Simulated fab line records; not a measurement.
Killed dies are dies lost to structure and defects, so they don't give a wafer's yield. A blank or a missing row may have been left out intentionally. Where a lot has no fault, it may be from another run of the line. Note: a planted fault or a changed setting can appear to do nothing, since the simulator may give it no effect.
fab line records	flow nand_harc
record lots=11	wafers=33	last_day=34
route steps=1302 shown P_GATE@156 END@1302
lots that met no fault: from a run of the same line without faults
start_h: start of the lot's first displayed wafer, in hours after the record's first day	wait_h: hours elapsed since this lot's preceding step	" the same as in the row above	L1.1+2: several wafers, shown together as one row	- value missing, or start not given	* or withheld: withheld	< > ~ a bound
route shown NAME@n: names a module that has steps shown in the file, with the first one's number in the route	usual: mean and standard deviation over wafers with no fault	same: alike in all rows	chamber/n: place in a boat	sites: the reading at each site	_std_site: standard deviation across them	_edge_site: mean of outer sites minus mean of inner sites	radius_mm: for every site, how far away it sits from the centre of the wafer	mask NAME#n: copy n	behind: tool/chamber where the wafer was last shaped	hold: what put the lot on hold/how long, in hours/how the hold closed	device: names the non-switching transistor (n, p or np)	end of line: the route-end tests of the same wafers	where a step has no rows: the recipe by itself	killed: at the first sort, the dies lost to defects and structure; wafer yield is something else	map: per-die view of a wafer (x killed, . not killed, _ where there is no die)
set.NAME: the setting that was run; set.NAME@STEP: the one run at that earlier step	model.NAME: the simulator's own value behind a step, which no gauge read
steps of the route over a sample of lots; a table a step, a row a wafer
services: from which hour (start_h, from the record's first day; less than 0 if before it) a tool's chamber was out of use, for how many hours, and why
## steps
# step NHARC_P_GATE_ETCHBACK_37
# recipe target_depth_a=345	time_s=17.2	chf3_flow_sccm=50	o2_flow_sccm=10	ar_flow_sccm=200	rf_w=500	bias_w=200	chemistry=CHF3/O2
# usual drypump_motor_current_A=5.6/0.59	oes_product_au=0.941/0.029	rf_vpp_V=370.5/1.6	showerhead_plenum_p_Torr=2.40/0.07	throttle_valve_pct=20.571/0.0093
lot.wafer	tool	chamber	start_h	wait_h	drypump_motor_current_A	oes_product_au	rf_hours_counter_h	rf_vpp_V	showerhead_plenum_p_Torr	throttle_valve_pct
L810.3	rie_diel-05	3	-	-	6.6	0.902	2.5	368.4	2.32	20.584
L810.5	"	3	"	"	6.6	0.922	-	368.9	2.32	20.548
L810.6	"	0	"	"	6.3	0.927	-	370.9	2.36	20.562
L815.3	rie_diel-10	1	-	-	4.9	0.906	7.9	370.2	2.38	20.578
L815.1	"	2	"	"	5.0	0.908	6.3	371.0	2.49	20.584
L815.4	"	2	"	"	5.0	0.927	-	372.6	2.49	20.570
L816.4	rie_diel-10	2	-	-	5.1	0.925	6.3	373.5	2.49	20.571
L816.2	"	0	"	"	5.3	0.939	7.5	368.0	2.25	20.571
L816.3	"	1	"	"	4.9	0.926	7.9	368.3	2.38	20.573
L817.3	rie_diel-09	2	-	-	5.4	0.944	0.5	369.7	2.31	20.564
L817.6	"	1	"	"	4.7	0.936	-	372.1	2.45	20.582
L817.5	"	2	"	"	5.3	0.939	-	368.2	2.31	20.567
L818.4	rie_diel-09	0	-	-	5.9	0.942	0.5	370.0	2.41	20.576
L818.1	"	3	"	"	5.5	0.950	0.5	370.8	2.35	20.562
L818.6	"	0	"	"	6.0	0.948	-	371.5	2.41	20.577
L819.3	rie_diel-10	3	-	-	5.2	0.931	7.6	370.9	2.44	20.573
L819.4	"	1	"	"	4.9	0.908	10.4	370.5	2.38	20.570
L819.6	"	2	"	"	5.0	0.931	-	371.2	2.49	20.566
L822.3	rie_diel-09	3	-	-	5.5	0.954	2.5	368.9	2.35	20.570
L822.4	"	1	"	"	4.7	0.926	2.1	370.8	2.45	20.566
L822.1	"	2	"	"	5.4	0.926	3.0	368.2	2.31	20.569
L823.1	rie_diel-10	0	-	-	5.3	0.915	11.6	368.8	2.25	20.575
L823.5	"	1	"	"	4.9	0.902	-	369.6	2.38	20.569
L823.6	"	2	"	"	5.1	0.941	-	372.9	2.49	20.575
L824.1	rie_diel-09	1	-	-	4.7	0.962	4.1	371.6	2.45	20.581
L824.6	"	3	"	"	5.5	0.992	-	369.9	2.35	20.572
L824.5	"	0	"	"	6.0	0.972	-	371.2	2.41	20.582
L828.3	rie_diel-05	2	-	-	6.0	0.928	2.5	371.8	2.50	20.568
L828.2	"	3	"	"	6.6	0.891	4.7	368.5	2.32	20.589
L828.5	"	3	"	"	6.6	0.896	-	369.2	2.32	20.574
L833.4	rie_diel-09	1	-	-	4.7	0.984	0.1	371.3	2.45	20.573
L833.1	"	2	"	"	5.4	1.000	0.1	368.8	2.31	20.578
L833.5	"	1	"	"	4.7	0.985	-	370.5	2.45	20.580
# step NHARC_P_GATE_STRIP_101
# recipe time_s=20	o2_flow_sccm=500	ar_flow_sccm=0	bias_w=0	chemistry=O2
# usual drypump_motor_current_A=5.6/0.58	oes_product_au=1.000/0.014	rf_vpp_V=57.7/0.91	showerhead_plenum_p_Torr=3.52/0.1	throttle_valve_pct=17.037/0.0085
lot.wafer	tool	chamber	start_h	wait_h	drypump_motor_current_A	oes_product_au	rf_hours_counter_h	rf_vpp_V	showerhead_plenum_p_Torr	throttle_valve_pct
L810.3	rie_diel-05	1	117.19	0.1	5.7	0.999	2.5	57.8	3.58	17.031
L810.5	"	2	"	"	6.0	1.016	-	58.3	3.68	17.044
L810.6	"	3	"	"	6.6	0.993	-	59.8	3.41	17.050
L815.3	rie_diel-10	3	161.49	0.1	5.2	1.009	5.9	59.0	3.58	17.048
L815.1	"	2	"	"	5.1	0.989	6.3	57.4	3.65	17.050
L815.4	"	3	"	"	5.2	1.018	-	57.1	3.58	17.037
L816.2	rie_diel-10	3	168.96	0.1	5.2	1.007	5.9	57.4	3.58	17.033
L816.4	"	0	"	"	5.3	1.016	7.5	58.0	3.32	17.027
L816.3	"	1	"	"	4.9	0.978	7.9	56.8	3.50	17.036
L817.3	rie_diel-09	2	178.92	0.1	5.4	1.010	0.5	58.2	3.40	17.051
L817.5	"	3	"	"	5.5	1.018	-	57.4	3.46	17.021
L817.6	"	0	"	"	6.0	1.003	-	58.7	3.54	17.055
L818.1	rie_diel-09	1	190.03	0.1	4.7	1.013	0.6	57.8	3.60	17.016
L818.4	"	0	"	"	6.0	1.007	0.5	57.0	3.54	17.044
L818.6	"	2	"	"	5.4	1.003	-	56.1	3.40	17.031
L819.4	rie_diel-10	1	210.55	0.1	4.9	0.978	10.5	58.4	3.50	17.037
L819.3	"	3	"	"	5.2	1.006	7.6	57.1	3.58	17.031
L819.6	"	1	"	"	4.9	0.973	-	56.6	3.50	17.040
L822.3	rie_diel-09	2	232.15	0.1	5.4	0.994	3.0	57.2	3.40	17.027
L822.1	"	0	"	"	6.0	1.010	2.5	58.5	3.53	17.036
L822.4	"	1	"	"	4.7	1.006	2.1	58.2	3.60	17.039
L823.1	rie_diel-10	3	236.61	0.1	5.2	1.008	9.2	57.7	3.58	17.042
L823.6	"	2	"	"	5.0	1.008	-	58.2	3.65	17.033
L823.5	"	3	"	"	5.2	1.006	-	57.6	3.58	17.049
L824.1	rie_diel-09	3	255.48	0.1	5.5	1.012	4.7	57.9	3.46	17.038
L824.6	"	3	"	"	5.5	1.017	-	56.7	3.46	17.015
L824.5	"	0	"	"	6.0	1.008	-	55.8	3.53	17.045
L828.3	rie_diel-05	3	290.42	0.1	6.7	0.969	4.7	57.4	3.41	17.044
L828.2	"	1	"	"	5.7	0.990	2.3	58.7	3.58	17.044
L828.5	"	3	"	"	6.7	0.980	-	58.2	3.41	17.032
L833.4	rie_diel-09	2	341.53	0.1	5.4	1.006	0.1	57.4	3.39	17.037
L833.1	"	0	"	"	6.0	1.005	0.1	57.1	3.53	17.033
L833.5	"	2	"	"	5.4	1.008	-	56.2	3.39	17.028
# step NHARC_P_GATE_EXPOSE_88
# recipe na=0.6	target_cd_nm=2000	dose_mj=11.87	mask_id=P_HVN
# usual exposure_dose_mJ_cm2=11.870/0.013	reticle_temp_C=23.01/0.11
lot.wafer	tool	chamber	start_h	wait_h	mask	exposure_dose_mJ_cm2	reticle_temp_C
L810.3	krf_scanner-02	0	121.43	-	P_HVN#0	11.868	23.14
L810.5	"	0	"	"	P_HVN#0	11.869	23.15
L810.6	"	0	"	"	P_HVN#0	11.875	23.34
L815.1	krf_scanner-03	0	165.84	-	P_HVN#0	11.863	23.13
L815.3	"	0	"	"	P_HVN#0	11.866	23.00
L815.4	"	0	"	"	P_HVN#0	11.878	23.08
L816.2	krf_scanner-03	0	173.12	-	P_HVN#0	11.849	23.00
L816.3	"	0	"	"	P_HVN#0	11.851	23.07
L816.4	"	0	"	"	P_HVN#0	11.869	23.02
L817.3	krf_scanner-02	0	183.03	-	P_HVN#0	11.876	23.11
L817.5	"	0	"	"	P_HVN#0	11.870	22.96
L817.6	"	0	"	"	P_HVN#0	11.869	23.10
L818.1	krf_scanner-04	0	194.00	-	P_HVN#0	11.899	22.80
L818.4	"	0	"	"	P_HVN#0	11.872	22.96
L818.6	"	0	"	"	P_HVN#0	11.901	22.87
L819.3	krf_scanner-04	0	214.66	-	P_HVN#0	11.867	22.89
L819.4	"	0	"	"	P_HVN#0	11.851	22.92
L819.6	"	0	"	"	P_HVN#0	11.870	22.82
L822.1	krf_scanner-04	0	236.26	-	P_HVN#0	11.865	23.01
L822.3	"	0	"	"	P_HVN#0	11.869	22.78
L822.4	"	0	"	"	P_HVN#0	11.875	22.95
L823.1	krf_scanner-04	0	240.74	-	P_HVN#0	11.852	23.01
L823.5	"	0	"	"	P_HVN#0	11.856	23.09
L823.6	"	0	"	"	P_HVN#0	11.858	23.01
L824.1	krf_scanner-04	0	259.45	-	P_HVN#0	17.939	22.86
L824.5	"	0	"	"	P_HVN#0	17.931	23.06
L824.6	"	0	"	"	P_HVN#0	17.921	22.84
L828.2	krf_scanner-04	0	294.70	-	P_HVN#0	17.909	23.09
L828.3	"	0	"	"	P_HVN#0	17.914	23.02
L828.5	"	0	"	"	P_HVN#0	17.935	23.13
L833.1	krf_scanner-04	0	346.17	-	P_HVN#0	17.931	23.05
L833.4	"	0	"	"	P_HVN#0	17.923	23.15
L833.5	"	0	"	"	P_HVN#0	17.948	23.00
# step NHARC_P_GATE_CD_MEAS_91
# recipe target_cd_nm=2000	landing_energy_ev=500
# usual cd_nm=1998.6/2.2
lot.wafer	tool	chamber	start_h	wait_h	cd_nm
L810.3	cd_sem-03	0	121.58	-	1997.3
L810.5	"	0	"	"	1994.5
L810.6	"	0	"	"	1997.6
L815.1	cd_sem-02	0	166.00	-	1999.9
L815.3	"	0	"	"	2001.6
L815.4	"	0	"	"	1996.6
L816.2	cd_sem-02	0	173.27	-	1996.0
L816.3	"	0	"	"	2000.0
L816.4	"	0	"	"	1996.0
L817.3	cd_sem-01	0	183.18	-	1997.4
L817.5	"	0	"	"	1998.8
L817.6	"	0	"	"	1997.5
L818.1	cd_sem-02	0	194.16	-	1999.7
L818.4	"	0	"	"	1995.8
L818.6	"	0	"	"	1999.0
L819.3	cd_sem-02	0	214.81	-	1997.6
L819.4	"	0	"	"	1997.3
L819.6	"	0	"	"	1998.7
L822.1	cd_sem-01	0	236.41	-	2000.3
L822.3	"	0	"	"	1995.9
L822.4	"	0	"	"	1997.3
L823.1	cd_sem-02	0	240.90	-	1999.7
L823.5	"	0	"	"	1998.2
L823.6	"	0	"	"	2002.2
L824.1	cd_sem-02	0	259.61	-	2067.3
L824.5	"	0	"	"	2068.3
L824.6	"	0	"	"	2070.6
L828.2	cd_sem-01	0	294.86	-	2068.6
L828.3	"	0	"	"	2069.7
L828.5	"	0	"	"	2068.5
L833.1	cd_sem-03	0	346.33	-	2069.4
L833.4	"	0	"	"	2070.3
L833.5	"	0	"	"	2067.7
# step NHARC_P_GATE_STRIP_95
# recipe power_w=1500	temp_c=250	chemistry=O2
# usual drypump_motor_current_A=5.8/0.46	heater_power_w=365/34	rf_refl_power_W=27/5.5
lot.wafer	tool	chamber	start_h	wait_h	drypump_motor_current_A	heater_power_w	rf_hours_counter_h	rf_refl_power_W
L810.3	plasma_asher-02	1	122.82	0.4	5.7	395	-	24
L810.5	"	1	"	"	5.7	396	-	24
L810.6	"	0	"	"	5.4	404	-	33
L815.1	plasma_asher-02	0	167.35	0.6	5.3	407	18	33
L815.3	"	0	"	"	5.3	407	-	33
L815.4	"	1	"	"	5.7	408	-	25
L816.2	plasma_asher-02	1	174.51	0.6	5.7	396	21	24
L816.4	"	1	"	"	5.7	402	-	24
L816.3	"	0	"	"	5.3	405	-	34
L817.3	plasma_asher-01	0	184.46	0.3	6.6	331	-	17
L817.5	"	1	"	"	5.8	333	-	31
L817.6	"	0	"	"	6.6	335	-	18
L818.1	plasma_asher-01	0	195.42	0.6	6.6	322	4	18
L818.4	"	1	"	"	5.8	326	-	29
L818.6	"	1	"	"	5.8	325	-	31
L819.4	plasma_asher-01	1	216.06	0.4	5.8	319	-	32
L819.3	"	0	"	"	6.6	334	-	18
L819.6	"	1	"	"	5.8	326	-	30
L822.1	plasma_asher-01	0	237.66	0.6	6.7	325	12	18
L822.4	"	0	"	"	6.7	330	-	19
L822.3	"	1	"	"	5.8	322	-	30
L823.1	plasma_asher-02	0	242.16	0.5	5.4	409	32	33
L823.6	"	1	"	"	5.7	400	-	24
L823.5	"	0	"	"	5.3	410	-	33
L824.1	plasma_asher-02	1	260.86	0.6	5.8	383	1	24
L824.5	"	1	"	"	5.7	379	-	24
L824.6	"	0	"	"	5.4	381	-	32
L828.2	plasma_asher-02	1	296.11	0.6	5.7	393	8	24
L828.3	"	1	"	"	5.7	389	-	23
L828.5	"	0	"	"	5.4	376	-	33
L833.1	plasma_asher-02	0	347.83	0.5	5.3	376	20	32
L833.4	"	0	"	"	5.4	372	-	32
L833.5	"	0	"	"	5.3	389	-	33
# step NHARC_END_SORT_01
# recipe temp_c=25
# usual killed_at_array=56/17	killed_at_other=1.2/1.4	killed_at_periphery=4/3.2	killed_dies=61/16	killed_open=3.6/2.1	killed_short=2.7/1.8
# same gross_dies=677
lot.wafer	tool	chamber	start_h	wait_h	killed_at_array	killed_at_other	killed_at_periphery	killed_dies	killed_open	killed_short
L817.3	prober-01	0	642.63	3.1	52	0	1	53	5	4
L817.5	prober-01	0	644.23	3.7	46	1	6	53	8	3
L817.6	prober-01	0	645.04	4.0	45	0	7	52	6	4
L822.1	prober-02	0	706.58	2.6	61	0	6	67	3	6
L822.3	prober-02	0	708.18	3.1	44	1	4	49	4	2
L822.4	prober-02	0	708.98	3.4	60	0	3	63	7	3
L828.5	prober-01	0	741.63	3.7	74	1	14	89	0	4
# killed by level:class
L817.3 A_CHANNEL_HOLE_D2:chamber_film_flake=32 A_STAIRCASE:chamber_film_flake=4 A_ONON_D2:geometric_particle:open=2 A_CHANNEL_HOLE_D1:chamber_film_flake=2 P_M0:geometric_particle:open=1 A_ONON_D2:geometric_particle:short=1 A_CHANNEL_FILL_D2:geometric_particle:short=1 A_STAIRCASE:geometric_particle:short=1
L817.5 A_CHANNEL_HOLE_D2:chamber_film_flake=22 A_CHANNEL_HOLE_D1:chamber_film_flake=5 A_STAIRCASE:chamber_film_flake=4 P_CONTACT:geometric_particle:open=2 P_CONTACT:chamber_film_flake=2 A_ZERO_WELL:chamber_film_flake=2 A_SLIT:chamber_film_flake=2 A_CONTACT:chamber_film_flake=2
L817.6 A_CHANNEL_HOLE_D2:chamber_film_flake=30 A_CHANNEL_HOLE_D1:chamber_film_flake=4 P_CONTACT:chamber_film_flake=3 P_CONTACT:geometric_particle:open=2 A_WL_FILL:chamber_film_flake=2 P_GATE:geometric_particle:open=1 P_M0:geometric_particle:open=1 A_CHANNEL_FILL_D1:geometric_particle:open=1
L822.1 A_SLIT:chamber_film_flake=37 A_CHANNEL_HOLE_D1:chamber_film_flake=6 A_CONTACT:chamber_film_flake=6 P_M2:chamber_film_flake=3 A_WL_FILL:geometric_particle:short=2 A_CHANNEL_HOLE_D2:chamber_film_flake=2 A_SGD_CUT:chamber_film_flake=2 P_STI:geometric_particle:short=1
L822.3 A_SLIT:chamber_film_flake=28 P_M2:chamber_film_flake=3 A_SGD_CUT:chamber_film_flake=3 A_CHANNEL_HOLE_D1:chamber_film_flake=2 A_CHANNEL_FILL_D1:chamber_film_flake=2 P_M0:geometric_particle:open=1 A_CHANNEL_FILL_D2:geometric_particle:short=1 A_BLC:geometric_particle:open=1
L822.4 A_SLIT:chamber_film_flake=35 A_CONTACT:chamber_film_flake=6 A_CHANNEL_HOLE_D1:chamber_film_flake=3 A_DECK1_JOINT:chamber_film_flake=3 A_CHANNEL_FILL_D2:geometric_particle:open=2 A_M0:geometric_particle:open=2 A_CHANNEL_FILL_D1:chamber_film_flake=2 A_STAIRCASE:chamber_film_flake=2
L828.5 A_CHANNEL_HOLE_D1:chamber_film_flake=35 A_SLIT:chamber_film_flake=29 P_ZERO_WELL:chamber_film_flake=5 P_BONDPAD:chamber_film_flake=5 A_STAIRCASE:chamber_film_flake=3 A_WL_FILL:chamber_film_flake=3 P_CONTACT:geometric_particle:short=2 A_CONTACT:chamber_film_flake=2
## services
tool	chamber	start_h	hours	kind
krf_scanner-02	-	94.00	4.0	pm
plasma_asher-01	-	105.90	6.6	repair
rie_diel-09	-	109.81	0.7	repair
krf_scanner-04	-	122.85	6.2	repair
krf_scanner-04	-	141.42	0.7	repair
rie_diel-09	-	143.10	9.0	pm
krf_scanner-03	-	156.21	1.4	repair
rie_diel-10	0	158.95	5.5	repair
plasma_asher-01	-	165.26	9.0	pm
rie_diel-09	2	166.78	6.6	repair
krf_scanner-04	-	182.00	4.0	pm
rie_diel-09	1	200.94	6.2	repair
krf_scanner-02	-	221.34	1.1	repair
krf_scanner-03	-	224.02	4.0	pm
rie_diel-05	-	229.90	9.0	pm
rie_diel-10	-	242.50	9.0	pm
rie_diel-05	2	246.03	12.0	repair
rie_diel-05	1	247.73	4.1	repair
plasma_asher-02	-	249.41	9.0	pm
rie_diel-10	0	273.24	3.8	repair
rie_diel-05	0	290.30	9.2	repair
rie_diel-09	-	320.11	9.0	pm
rie_diel-05	1	320.83	18.1	repair
plasma_asher-01	-	342.26	9.0	pm
## key
first_sign step=NHARC_P_GATE_EXPOSE_88	reading=exposure_dose_mJ_cm2	direction=up	sigmas=99+	usual=11.870	struck=17.928
effect step=NHARC_P_GATE_CD_MEAS_91	reading=cd_nm	direction=up	sigmas=32	usual=1998.6	struck=2068.9
met_at NHARC_P_GATE_EXPOSE_88
struck_lots L824,L828,L833
tester_left_out L824,L828,L833
not_acting_at NHARC_P_GATE_ETCHBACK_37,NHARC_P_GATE_STRIP_101,NHARC_P_GATE_STRIP_95
onset_between 240.74 259.45
fault kind=process_parameter_drift	tool=krf_scanner-04	chamber=-	onset_h=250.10	steps=NHARC_P_GATE_EXPOSE_88	channel=dose_mj	offset=6.0521	shape=step	acts_in=these_recipes_only	stated=11.87
# tester_left_out: of these lots the tester's yield and bins aren't shown, on N5 and GAA mostly nor the transistor test; their killed dies are dies lost to structure and defects alone, not to doping, threshold or leakage, so they don't give the yield
